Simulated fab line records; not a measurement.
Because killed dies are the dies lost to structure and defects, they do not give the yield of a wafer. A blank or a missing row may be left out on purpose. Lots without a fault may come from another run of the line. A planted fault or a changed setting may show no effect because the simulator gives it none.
fab line records	flow n5_finfet
record: lots: 5	wafers: 15	last_day: 17
route steps=1938 shown BEOL_M13@1662 PASSIVATION@1936
lots that met no fault: taken from a fault-free run of the same line
start_h: hours from the record's first day to the start of the lot's first wafer shown	wait_h: hours elapsed since this lot's preceding step	" same as the row above	L1.1+2: several wafers, shown together as one row	- value missing, or start not given	* or withheld: withheld	< > ~ a bound
route shown NAME@n: names a module that has steps shown in the file, with the first one's number in the route	usual: average and standard deviation across the fault-free wafers	same: alike in all rows	chamber/n: place in a boat	sites: readings site by site	_std_site: standard deviation of those values	_edge_site: inner sites' mean taken away from outer sites' mean	radius_mm: for every site, how far away it sits from the centre of the wafer	mask NAME#n: copy n	behind: the tool/chamber that last shaped the wafer	hold: what put the lot on hold/how long, in hours/how the hold closed	device: transistor that didn't switch, given as n, p or np	end of line: the tests these same wafers got at the end of their route	a step with no rows: only its recipe	killed: dies lost to structure and defects at the first sort, not the wafer's yield	map: per-die view of a wafer (x killed, . not killed, _ where there is no die)
set.NAME: the setting the step ran with; set.NAME@STEP: the setting that earlier step ran with	model.NAME: the simulator's own value behind a step, which no gauge read
lots at selected steps of the route; one table per step, one row per wafer
services: from which hour (start_h, from the record's first day; less than 0 if before it) a tool's chamber was out of use, for how many hours, and why
== steps ==
step: N5_BEOL_M13_COAT_04
recipe: spin_rpm: 1625	resist_thk_nm: 400
step: N5_BEOL_M13_EBR_06
recipe: solvent: PGMEA	ebr_width_mm: 1.5
step: N5_BEOL_M13_SOFTBAKE_05
recipe: temp_c: 130	time_s: 60
step: N5_BEOL_M13_EXPOSE_07
recipe: mask_id: V12	na: 0.93	source_shape: conventional	sigma_outer: 0.6	polarization: unpolarized	attpsm_phase_deg: 180	dose_mj: 24.8
step: N5_BEOL_M13_PEB_08
recipe: peb_temp_c: 130	peb_time_s: 90
step: N5_BEOL_M13_DEVELOP_09
recipe: develop_time_s: 45	rinse_liquid: diw	dry: air_spin	dev_temp_c: 21
step: N5_BEOL_M13_HARDBAKE_14
recipe: temp_c: 130	time_s: 120
step: N5_BEOL_M13_CD_MEAS_10
recipe: target_cd_nm: 190	landing_energy_ev: 500	detector: se_inlens	polarity: opening
usual: cd_nm: 188.8/1.6
lot.wafer	tool	chamber	start_h	wait_h	cd_nm
L352.2	cd_sem-02	0	315.00	-	190.2
L352.4	"	0	"	"	189.4
L352.5	"	0	"	"	189.7
L353.3	cd_sem-03	0	315.66	-	187.4
L353.4	"	0	"	"	188.4
L353.5	"	0	"	"	188.9
L354.1	cd_sem-02	0	331.97	-	189.1
L354.2	"	0	"	"	187.4
L354.6	"	0	"	"	189.4
L359.1	cd_sem-01	0	362.52	-	188.9
L359.2	"	0	"	"	188.7
L359.4	"	0	"	"	188.4
L363.1	cd_sem-02	0	377.18	-	189.7
L363.4	"	0	"	"	189.8
L363.6	"	0	"	"	189.5
step: N5_BEOL_M13_OVL_MEAS_11
recipe: points_per_wafer: 44
usual: V12_OVL: -3/6.1
lot.wafer	tool	chamber	start_h	wait_h	V12_OVL[nm]
L352.2	overlay-02	0	315.04	0.0	-7
L352.4	"	0	"	"	-7
L352.5	"	0	"	"	-3
L353.3	overlay-01	0	315.69	0.0	-11
L353.4	"	0	"	"	-8
L353.5	"	0	"	"	-9
L354.1	overlay-01	0	332.00	0.0	-11
L354.2	"	0	"	"	2
L354.6	"	0	"	"	-6
L359.1	overlay-02	0	362.55	0.0	-4
L359.2	"	0	"	"	8
L359.4	"	0	"	"	-1
L363.1	overlay-02	0	377.21	0.0	-7
L363.4	"	0	"	"	-1
L363.6	"	0	"	"	-4
step: N5_BEOL_M13_INSPECT_12
recipe: mode: adi	inspect_instrument: macro
usual: raw_defect_count: 2.0/1.5
lot.wafer	tool	chamber	start_h	wait_h	raw_defect_count
L352.2	defect_inspect-01	-	315.07	0.0	1
L352.4	"	-	"	"	1
L352.5	"	-	"	"	0
L353.3	defect_inspect-01	-	315.71	0.0	4
L353.4	"	-	"	"	3
L353.5	"	-	"	"	0
L354.1	defect_inspect-02	-	332.03	0.0	1
L354.2	"	-	"	"	4
L354.6	"	-	"	"	2
L359.1	defect_inspect-02	-	362.58	0.0	1
L359.2	"	-	"	"	3
L359.4	"	-	"	"	4
L363.1	defect_inspect-02	-	377.23	0.0	1
L363.4	"	-	"	"	1
L363.6	"	-	"	"	4
step: N5_BEOL_M13_DESCUM_15
recipe: chemistry: O2	time_s: 7.9	source_power_w: 50	bias_power_w: 20	pressure_mtorr: 20	rf_frequency_hz: 2.712e+07	temp_c: 40	o2_flow_sccm: 225
usual: drypump_motor_current_A: 5.6/0.41	oes_product_au: 0.76/0.053	rf_vpp_V: 242.7/1.3	showerhead_plenum_p_Torr: 2.07/0.073	throttle_valve_pct: 20.33/0.16
lot.wafer	tool	chamber	start_h	wait_h	drypump_motor_current_A	oes_product_au	rf_hours_counter_h	rf_vpp_V	showerhead_plenum_p_Torr	throttle_valve_pct
L352.2	rie_diel-03	2	315.11	0.0	6.1	0.72	207	243.7	1.98	20.11
L352.4	"	3	"	"	5.1	0.78	132	244.8	2.18	20.43
L352.5	"	1	"	"	5.4	0.83	-	243.5	2.02	20.19
L353.3	rie_diel-06	0	315.75	0.0	5.9	0.71	202	244.5	2.15	20.25
L353.4	"	1	"	"	5.6	0.76	158	241.1	1.92	20.54
L353.5	"	0	"	"	5.9	0.71	-	245.1	2.15	20.27
L354.1	rie_diel-03	0	332.07	0.0	5.5	0.73	213	240.8	2.08	20.37
L354.2	"	1	"	"	5.4	0.82	88	240.8	2.02	20.19
L354.6	"	0	"	"	5.5	0.72	-	242.2	2.08	20.37
L359.1	rie_diel-06	1	362.61	0.0	5.5	0.75	170	239.6	1.92	20.54
L359.2	"	2	"	"	6.0	0.74	163	242.3	2.11	20.78
L359.4	"	3	"	"	5.7	0.72	205	243.3	2.14	20.33
L363.1	rie_diel-03	2	377.32	0.1	6.1	0.71	226	242.0	1.98	20.13
L363.4	"	0	"	"	5.5	0.71	228	241.4	2.07	20.41
L363.6	"	0	"	"	5.5	0.72	-	242.1	2.07	20.39
step: N5_BEOL_M13_ETCH_59
recipe: chemistry: N2/H2	target: BARC	target_depth_a: 890	overetch_a: 267	time_s: 67.9	ion_energy_ev: 200	pressure_mtorr: 30	source_w: 840	bias_w: 150	n2_flow_sccm: 200	h2_flow_sccm: 200
usual: drypump_motor_current_A: 5.6/0.41	h2_flow_sccm: 200.0/0.58	oes_product_au: 0.65/0.043	rf_vpp_V: 523.1/2.6	showerhead_plenum_p_Torr: 2.51/0.089	throttle_valve_pct: 17.78/0.21
lot.wafer	tool	chamber	start_h	wait_h	drypump_motor_current_A	h2_flow_sccm	oes_product_au	rf_hours_counter_h	rf_vpp_V	showerhead_plenum_p_Torr	throttle_valve_pct
L352.2	rie_diel-03	2	315.14	0.0	6.1	200.9	0.61	207	519.6	2.42	17.62
L352.4	"	3	"	"	5.1	200.2	0.67	132	527.9	2.66	17.96
L352.5	"	1	"	"	5.4	201.1	0.70	-	519.8	2.45	17.50
L353.3	rie_diel-06	0	315.78	0.0	5.9	199.7	0.61	202	527.4	2.64	17.77
L353.4	"	1	"	"	5.5	199.9	0.65	158	518.2	2.35	18.18
L353.5	"	0	"	"	5.9	199.2	0.61	-	526.1	2.64	17.77
L354.1	rie_diel-03	0	332.10	0.0	5.5	199.5	0.62	213	522.7	2.52	17.81
L354.2	"	1	"	"	5.4	199.3	0.69	88	522.5	2.44	17.51
L354.6	"	0	"	"	5.5	200.4	0.61	-	524.0	2.52	17.81
L359.1	rie_diel-06	1	362.65	0.0	5.5	200.6	0.63	170	517.6	2.34	18.20
L359.2	"	2	"	"	6.1	200.2	0.62	163	524.3	2.54	18.25
L359.4	"	3	"	"	5.7	200.4	0.62	205	528.2	2.61	17.86
L363.1	rie_diel-03	2	377.35	0.0	6.1	200.7	0.60	226	521.4	2.41	17.65
L363.4	"	0	"	"	5.5	198.9	0.61	228	522.9	2.52	17.84
L363.6	"	0	"	"	5.5	199.7	0.61	-	523.4	2.52	17.84
step: N5_BEOL_M13_VIA_ETCH_16
recipe: chemistry: C4F8/O2/Ar	target: SiOC	pressure_mtorr: 30	source_w: 3000	bias_w: 700	Ar_flow_sccm: 400	C4F8_flow_sccm: 15	O2_flow_sccm: 8	he_inner_torr: 15	he_outer_torr: 30	target_depth_a: 9217	time_s: withheld	ion_energy_ev: 250	ends: cleared
usual: drypump_motor_current_A: 5.6/0.41	oes_product_au: 0.69/0.048	rf_vpp_V: 664/3.2	showerhead_plenum_p_Torr: 3.38/0.11	throttle_valve_pct: 24.08/0.16
lot.wafer	tool	chamber	start_h	wait_h	drypump_motor_current_A	oes_product_au	rf_vpp_V	showerhead_plenum_p_Torr	throttle_valve_pct
L352.2	rie_diel-03	2	315.19	0.0	6.2	0.64	661	3.27	23.90
L352.4	"	3	"	"	5.1	0.71	670	3.57	24.25
L352.5	"	1	"	"	5.4	0.75	663	3.33	24.06
L353.3	rie_diel-06	0	315.83	0.0	5.9	0.65	667	3.50	23.90
L353.4	"	1	"	"	5.6	0.70	659	3.14	24.21
L353.5	"	0	"	"	5.9	0.64	669	3.50	23.90
L354.1	rie_diel-03	0	332.16	0.0	5.5	0.65	665	3.36	23.95
L354.2	"	1	"	"	5.4	0.74	663	3.33	24.07
L354.6	"	0	"	"	5.5	0.65	665	3.36	23.94
L359.1	rie_diel-06	1	362.70	0.0	5.5	0.69	657	3.13	24.24
L359.2	"	2	"	"	6.1	0.65	664	3.43	24.55
L359.4	"	3	"	"	5.7	0.64	668	3.54	24.30
L363.1	rie_diel-03	2	377.40	0.0	6.1	0.63	662	3.26	23.93
L363.4	"	0	"	"	5.5	0.64	664	3.35	23.96
L363.6	"	0	"	"	5.5	0.64	665	3.35	23.95
step: N5_BEOL_M13_STRIP_63
recipe: chemistry: N2/H2	power_w: 1000	temp_c: 250	h2_frac: 0.65	overash_fraction: 0.3	pressure_mtorr: 1000	n2_flow_sccm: 1750	h2_flow_sccm: 3250
usual: drypump_motor_current_A: 5.7/0.33	h2_flow_sccm: 3252/11	heater_power_w: 316/41	oes_product_au: 0.674/0.0053	strip_time_to_endpoint_s: 27.6/1.1
lot.wafer	tool	chamber	start_h	wait_h	drypump_motor_current_A	h2_flow_sccm	heater_power_w	oes_product_au	rf_hours_counter_h	strip_time_to_endpoint_s
L352.2	plasma_asher-02	1	315.43	-	5.8	3248	318	0.686	136	29.3
L352.4	"	1	"	"	5.8	3253	322	0.680	-	28.6
L352.5	"	1	"	"	5.8	3256	309	0.678	-	28.0
L353.3	plasma_asher-01	0	316.09	-	5.2	3248	364	0.675	-	29.5
L353.4	"	1	"	"	5.7	3257	258	0.685	-	27.8
L353.5	"	1	"	"	5.6	3266	260	0.670	-	28.6
L354.1	plasma_asher-01	0	332.39	-	5.2	3251	375	0.671	86	28.2
L354.2	"	1	"	"	5.7	3229	269	0.673	86	28.0
L354.6	"	0	"	"	5.2	3248	369	0.671	-	28.8
L359.1	plasma_asher-01	0	362.93	-	5.2	3263	368	0.667	92	27.6
L359.2	"	1	"	"	5.7	3256	259	0.675	92	27.2
L359.4	"	1	"	"	5.7	3273	260	0.669	-	26.8
L363.1	plasma_asher-01	0	377.64	-	5.2	3228	361	0.679	95	27.9
L363.4	"	1	"	"	5.7	3257	255	0.671	-	26.6
L363.6	"	0	"	"	5.2	3228	363	0.681	-	26.2
step: N5_BEOL_M13_STRIP_64
recipe: chemistry: N2/H2	power_w: 1000	temp_c: 250	h2_frac: 0.65	overash_fraction: 0.3	pressure_mtorr: withheld	n2_flow_sccm: 1750	h2_flow_sccm: 3250
usual: drypump_motor_current_A: 5.7/0.34	h2_flow_sccm: 3249/9.6	heater_power_w: 315/41	oes_product_au: 0.715/0.0042	strip_time_to_endpoint_s: 31.35/0.078
lot.wafer	tool	chamber	start_h	wait_h	drypump_motor_current_A	h2_flow_sccm	heater_power_w	oes_product_au	rf_hours_counter_h	strip_time_to_endpoint_s
L352.2	plasma_asher-02	1	315.49	0.0	5.8	3249	319	0.717	136	31.42
L352.4	"	1	"	"	5.8	3252	315	0.718	-	31.45
L352.5	"	1	"	"	5.8	3250	317	0.707	-	31.36
L353.3	plasma_asher-01	0	316.15	0.0	5.2	3239	358	0.717	-	31.26
L353.4	"	1	"	"	5.6	3259	264	0.711	-	31.35
L353.5	"	1	"	"	5.6	3260	257	0.712	-	31.27
L354.1	plasma_asher-01	0	332.45	0.0	5.2	3249	361	0.715	86	31.40
L354.2	"	1	"	"	5.7	3243	261	0.714	86	31.40
L354.6	"	0	"	"	5.2	3242	380	0.718	-	31.42
L359.1	plasma_asher-01	0	362.99	0.0	5.2	3231	371	0.713	92	31.27
L359.2	"	1	"	"	5.7	3249	262	0.712	92	31.33
L359.4	"	1	"	"	5.7	3258	264	0.715	-	31.33
L363.1	plasma_asher-01	0	377.70	0.0	5.2	3263	367	0.710	95	31.33
L363.4	"	1	"	"	5.6	3252	264	0.713	-	31.31
L363.6	"	0	"	"	5.2	3261	358	0.717	-	31.35
step: N5_BEOL_M13_STRIP_71
recipe: chemistry: post_etch_residue_remover	time_s: 60	temp_c: 25	remover_ph: withheld	remover_water_wt_pct: withheld	remover_fluoride_wt_pct: withheld
step: N5_BEOL_M13_SRD_72
recipe: time_s: 30	temp_c: 23	rinse_liquid: diw	dry: n2_spin	spin_rpm: 1500	dry_time_s: 30
step: N5_BEOL_M13_CD_MEAS_17
recipe: target_cd_nm: 190	polarity: opening
usual: cd_nm: 188.4/1.8
lot.wafer	tool	chamber	start_h	wait_h	cd_nm
L352.2	cd_sem-02	-	315.64	0.0	188.0
L352.4	"	-	"	"	188.0
L352.5	"	-	"	"	188.8
L353.3	cd_sem-02	-	316.28	0.0	186.5
L353.4	"	-	"	"	189.5
L353.5	"	-	"	"	189.0
L354.1	cd_sem-02	-	332.60	0.0	190.3
L354.2	"	-	"	"	187.4
L354.6	"	-	"	"	189.9
L359.1	cd_sem-02	-	363.14	0.0	191.4
L359.2	"	-	"	"	190.5
L359.4	"	-	"	"	187.4
L363.1	cd_sem-03	-	377.84	0.0	188.5
L363.4	"	-	"	"	188.9
L363.6	"	-	"	"	189.8
step: N5_BEOL_M13_COAT_65
recipe: resist: SOC	temp_c: 250	time_s: 60	spin_rpm: 1500	resist_thk_nm: 350
step: N5_BEOL_M13_COAT_66
recipe: resist: SiARC	temp_c: 220	time_s: 60	spin_rpm: 1500	resist_thk_nm: 110
step: N5_BEOL_M13_COAT_22
recipe: spin_rpm: 2888	resist_thk_nm: 300
step: N5_BEOL_M13_EBR_24
recipe: solvent: PGMEA	ebr_width_mm: 1.5
step: N5_BEOL_M13_SOFTBAKE_23
recipe: temp_c: 130	time_s: 60
step: N5_BEOL_M13_EXPOSE_25
recipe: mask_id: M13	na: 0.93	source_shape: conventional	sigma_outer: 0.4	polarization: unpolarized	target_cd_nm: 210	dose_mj: 22
step: N5_BEOL_M13_PEB_26
recipe: peb_temp_c: 130	peb_time_s: 90
step: N5_BEOL_M13_DEVELOP_27
recipe: develop_time_s: 45	rinse_liquid: diw	dry: air_spin	dev_temp_c: 21
step: N5_BEOL_M13_HARDBAKE_32
recipe: temp_c: 130	time_s: 120
step: N5_BEOL_M13_CD_MEAS_28
recipe: target_cd_nm: 209.5	landing_energy_ev: 500	detector: se_inlens
usual: cd_nm: 210.6/1.2
lot.wafer	tool	chamber	start_h	wait_h	cd_nm
L352.2	cd_sem-01	0	316.09	-	211.6
L352.4	"	0	"	"	210.0
L352.5	"	0	"	"	210.8
L353.3	cd_sem-03	0	316.73	-	211.9
L353.4	"	0	"	"	209.8
L353.5	"	0	"	"	211.3
L354.1	cd_sem-02	0	332.93	-	212.1
L354.2	"	0	"	"	213.0
L354.6	"	0	"	"	211.6
L359.1	cd_sem-01	0	363.60	-	210.9
L359.2	"	0	"	"	210.2
L359.4	"	0	"	"	209.8
L363.1	cd_sem-02	0	378.17	-	212.1
L363.4	"	0	"	"	212.0
L363.6	"	0	"	"	212.0
step: N5_BEOL_M13_OVL_MEAS_29
recipe: points_per_wafer: 44
usual: M13_OVL: 2/5.2
lot.wafer	tool	chamber	start_h	wait_h	M13_OVL[nm]
L352.2	overlay-02	0	316.12	0.0	8
L352.4	"	0	"	"	6
L352.5	"	0	"	"	8
L353.3	overlay-02	0	316.76	0.0	3
L353.4	"	0	"	"	-3
L353.5	"	0	"	"	2
L354.1	overlay-02	0	332.96	0.0	-2
L354.2	"	0	"	"	-2
L354.6	"	0	"	"	-10
L359.1	overlay-01	0	363.63	0.0	3
L359.2	"	0	"	"	10
L359.4	"	0	"	"	12
L363.1	overlay-02	0	378.20	0.0	8
L363.4	"	0	"	"	4
L363.6	"	0	"	"	8
step: N5_BEOL_M13_INSPECT_30
recipe: mode: adi	inspect_instrument: macro
usual: raw_defect_count: 1.9/1.4
lot.wafer	tool	chamber	start_h	wait_h	raw_defect_count
L352.2	defect_inspect-02	-	316.14	0.0	4
L352.4	"	-	"	"	1
L352.5	"	-	"	"	1
L353.3	defect_inspect-02	-	316.79	0.0	0
L353.4	"	-	"	"	1
L353.5	"	-	"	"	6
L354.1	defect_inspect-02	-	332.98	0.0	1
L354.2	"	-	"	"	2
L354.6	"	-	"	"	1
L359.1	defect_inspect-02	-	363.65	0.0	3
L359.2	"	-	"	"	0
L359.4	"	-	"	"	3
L363.1	defect_inspect-01	-	378.23	0.0	4
L363.4	"	-	"	"	24
L363.6	"	-	"	"	36
step: N5_BEOL_M13_DESCUM_33
recipe: chemistry: O2	time_s: 7.9	source_power_w: 50	bias_power_w: 20	pressure_mtorr: 20	rf_frequency_hz: 2.712e+07	temp_c: 40	o2_flow_sccm: 225
usual: drypump_motor_current_A: 5.7/0.44	oes_product_au: 0.76/0.06	rf_vpp_V: 242.9/1.4	showerhead_plenum_p_Torr: 2.07/0.074	throttle_valve_pct: 20.38/0.19
lot.wafer	tool	chamber	start_h	wait_h	drypump_motor_current_A	oes_product_au	rf_hours_counter_h	rf_vpp_V	showerhead_plenum_p_Torr	throttle_valve_pct
L352.2	rie_diel-03	0	316.18	0.0	5.4	0.72	208	242.8	2.08	20.36
L352.4	"	3	"	"	5.1	0.77	132	245.1	2.18	20.43
L352.5	"	1	"	"	5.4	0.83	-	243.1	2.02	20.18
L353.3	rie_diel-05	3	316.82	0.0	6.1	0.74	191	242.5	2.10	20.49
L353.4	"	2	"	"	4.9	0.81	90	243.0	2.11	20.29
L353.5	"	1	"	"	6.5	0.85	-	243.5	2.04	20.27
L354.1	rie_diel-03	2	333.01	0.0	6.1	0.71	213	241.9	1.98	20.11
L354.2	"	0	"	"	5.5	0.72	214	242.2	2.08	20.38
L354.6	"	3	"	"	5.1	0.77	-	246.0	2.18	20.43
L359.1	rie_diel-06	3	363.69	0.0	5.7	0.71	206	244.3	2.14	20.33
L359.2	"	1	"	"	5.5	0.74	171	239.6	1.92	20.55
L359.4	"	0	"	"	5.9	0.70	217	244.6	2.15	20.26
L363.1	rie_diel-05	1	378.33	0.1	6.5	0.82	63	242.2	2.04	20.30
L363.4	"	2	"	"	4.9	0.79	108	243.1	2.11	20.33
L363.6	"	0	"	"	5.6	0.92	-	241.6	2.06	20.36
step: N5_PASSIVATION_PROBE_49
usual: defect_limited_yield: 91.1/1.4	killed_at_M0_to_M3: 32/9.3	killed_at_M4_up: 13/5.8	killed_at_contacts: 12/6.3	killed_at_front_end: 44/12	killed_at_other: 3.6/2.7	killed_dies: 104/17	killed_open: 69/13	killed_short: 34/6.9	sort_bin_4_leakage: 0.00/0.031	sort_bin_5_function: 5.2/0.98	sort_bin_6_memory: 3.3/0.59	sort_bin_8_speed: 0.01/0.039	sort_n_pass: 1075/17	sort_yield_pct: 91.1/1.4
same: gross_dies: 1180	killed_at_back_side: 0
lot.wafer	tool	chamber	start_h	wait_h	defect_limited_yield[%]	killed_at_M0_to_M3	killed_at_M4_up	killed_at_contacts	killed_at_front_end	killed_at_other	killed_dies	killed_open	killed_short	sort_bin_4_leakage[%]	sort_bin_5_function[%]	sort_bin_6_memory[%]	sort_bin_8_speed[%]	sort_n_pass	sort_yield_pct[%]
L354.1	prober-02	-	360.80	0.0	93.4	15	17	17	29	0	78	55	23	0	4.3	2.1	0	1102	93.4
L354.2	prober-02	-	360.85	0.1	90.8	43	12	19	32	2	108	65	35	0	5.0	3.6	0	1072	90.8
L354.6	prober-02	-	361.05	0.3	92.8	40	8	7	28	2	85	52	32	0	4.0	3.0	0	1095	92.8
L363.1	prober-02	-	408.54	0.0	92.1	31	5	10	45	2	93	62	29	0	4.9	2.6	0	1087	92.1
L363.4	prober-02	-	408.69	0.2	89.7	45	33	8	33	3	122	74	25	0	6.5	3.6	0	1058	89.7
L363.6	prober-02	-	408.79	0.3	88.7	41	33	8	47	4	133	61	37	0	6.5	4.2	0	1047	88.7
killed by level:class
L354.1 MOL_CONTACT_COAG:geometric_particle:open=13 BEOL_M4:geometric_particle:open=9 FIN_SAQP:geometric_particle:open=6 BEOL_M1:geometric_particle:open=5 FIN_SAQP:geometric_particle:short=4 STI_FIN_REVEAL:geometric_particle:open=4 DUMMY_GATE:geometric_particle:open=4 MOL_CONTACT_COAG:geometric_particle:short=4
L354.2 MOL_CONTACT_COAG:geometric_particle:open=13 BEOL_M0_SAQP:geometric_particle:open=9 BEOL_M0_SAQP:geometric_particle:short=8 BEOL_M4:geometric_particle:open=7 BEOL_M2:geometric_particle:open=7 BEOL_M3:geometric_particle:open=7 HKMG_FIN:area_etch=6 STI_FIN_REVEAL:geometric_particle:open=5
L354.6 BEOL_M2:geometric_particle:open=12 BEOL_M0_SAQP:geometric_particle:open=9 BEOL_M0_SAQP:geometric_particle:short=8 FIN_SAQP:geometric_particle:open=6 FIN_SAQP:geometric_particle:short=5 MOL_CONTACT_COAG:geometric_particle:open=5 BEOL_M4:geometric_particle:open=5 STARTING-WAFER:geometric_particle:open=4
L363.1 STI_FIN_REVEAL:geometric_particle:open=13 FIN_SAQP:geometric_particle:open=12 BEOL_M0_SAQP:geometric_particle:short=9 FIN_SAQP:geometric_particle:short=8 BEOL_M0_SAQP:geometric_particle:open=8 BEOL_M2:geometric_particle:open=8 MOL_CONTACT_COAG:geometric_particle:open=7 MOL_CONTACT_COAG:geometric_particle:short=3
L363.4 BEOL_M13:unspecified=21 BEOL_M2:geometric_particle:open=14 BEOL_M0_SAQP:geometric_particle:open=12 FIN_SAQP:geometric_particle:short=9 BEOL_M4:geometric_particle:open=9 FIN_SAQP:geometric_particle:open=8 MOL_CONTACT_COAG:geometric_particle:open=8 BEOL_M0_SAQP:geometric_particle:short=7
L363.6 BEOL_M13:unspecified=25 FIN_SAQP:geometric_particle:open=11 BEOL_M0_SAQP:geometric_particle:short=10 BEOL_M0_SAQP:geometric_particle:open=8 STI_FIN_REVEAL:geometric_particle:open=7 BEOL_M2:geometric_particle:open=7 BEOL_M1:geometric_particle:open=6 FIN_SAQP:geometric_particle:short=5
map L363.6 (x killed, . not)
_________________........x...________________
______________.................._____________
___________..........x..x...x..x...__________
__________....x...........x.....x..._________
________..x.xx......................x._______
_______...............x..x.............______
______.x..x...............x.....x...x..x_____
_____....x.......................xx......____
____.....x....x..x.......xx...............___
___.........x................x....x.x....xx__
___.........x....x...x......x....x....xx.x.__
__...............x..x...x.......x......x.x.._
__................x...x...................x._
_.......................xx..x..........x.....
_.........x.....x....xx..xx...x..x.......x...
_x...x................x.x.xx.............x...
_x...x.x..xx.........xxxx.x......x...........
_.....................xx.x........x..........
_......x...............x.xx..............x...
_.....................x.x...............x.x..
_...............x.x.x..............x.....x...
__...............x.......xx................._
__...................x.....x................_
___...................x..............x.....__
___....x...x....x................x.........__
____...........x.x.x..x................x..___
_____......x..........x..................____
______.x.....x...x....x.............x..._____
_______...........................x....______
________x..............x............x._______
__________.........................._________
___________...............x..x.....__________
______________......x..........x_____________
_________________..x.x.......________________
map L352.4 (x killed, . not)
_________________.xx..x.x.x..________________
______________........x..x......_____________
___________.x.................x...x__________
__________......................x..._________
________....................x..x.x.xxx_______
_______..x........x..........x.....x..x______
______......x...........x.......xx......_____
_____x..x....x...............x.....x.....____
____..x.............xx.............x.xx...___
___..............xx........x...x...x.x.....__
___.........x............x...x...x.........__
__.......xx.x..x....x.....x.........x...x..x_
__............x....x........xx...x.........._
_..........x....x.x........x.................
_..x....xx...x.x.....x...........x..........x
_......x.x....x....x..x..x.......x........x..
_......x.x..xx.x.x...x......x.......x.x.x..x.
_.xx......x........xxx........xx........x....
_...x...x....x.x.......................x.....
_.x..x....xxx......x...x....................x
_..................x.x..x................x...
__..x.....................x..x....x........._
__.x...............x...x........x......x...._
___.........x.....x..x.x.........x....x....__
___........x.x.....................x.......__
____.x............................x.......___
_____..........x..x.xxx.x.........x......____
______...x............x................._____
_______................................______
________..........x.........x..x......_______
__________............x.....x......._________
___________....xx.xxx.x........x...__________
______________.......x...x....x._____________
_________________....xx..x...________________
== services ==
tool	chamber	start_h	hours	kind
rie_diel-06	3	291.19	8.3	repair
rie_diel-05	0	320.99	2.0	repair
plasma_asher-02	-	323.25	2.8	pm
rie_diel-06	1	332.37	8.2	repair
rie_diel-05	0	334.81	-	clean
rie_diel-05	0	334.81	-	consumable_replace:focus_ring
rie_diel-05	0	334.81	13.4	scheduled_down
rie_diel-05	0	334.81	13.4	vent_cycle
rie_diel-03	1	353.01	10.2	repair
rie_diel-03	2	354.84	6.4	repair
== key ==
first_sign: step: N5_BEOL_M13_INSPECT_30	reading: raw_defect_count	direction: up	sigmas: 20	usual: 1.9	struck: 30
effect: step: N5_PASSIVATION_PROBE_49	reading: killed_at_M4_up	direction: up	sigmas: 3.5	usual: 13	struck: 33
met_at N5_BEOL_M13_VIA_ETCH_16
struck_wafers L363.4,L363.6
onset_between 332.16 377.40
fault: kind: chamber_particle_source	tool: rie_diel-03	chamber: 0	onset_h: 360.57	steps: N5_BEOL_M13_VIA_ETCH_16	rate_per_visit_cm2: 0.032703	end_h: 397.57
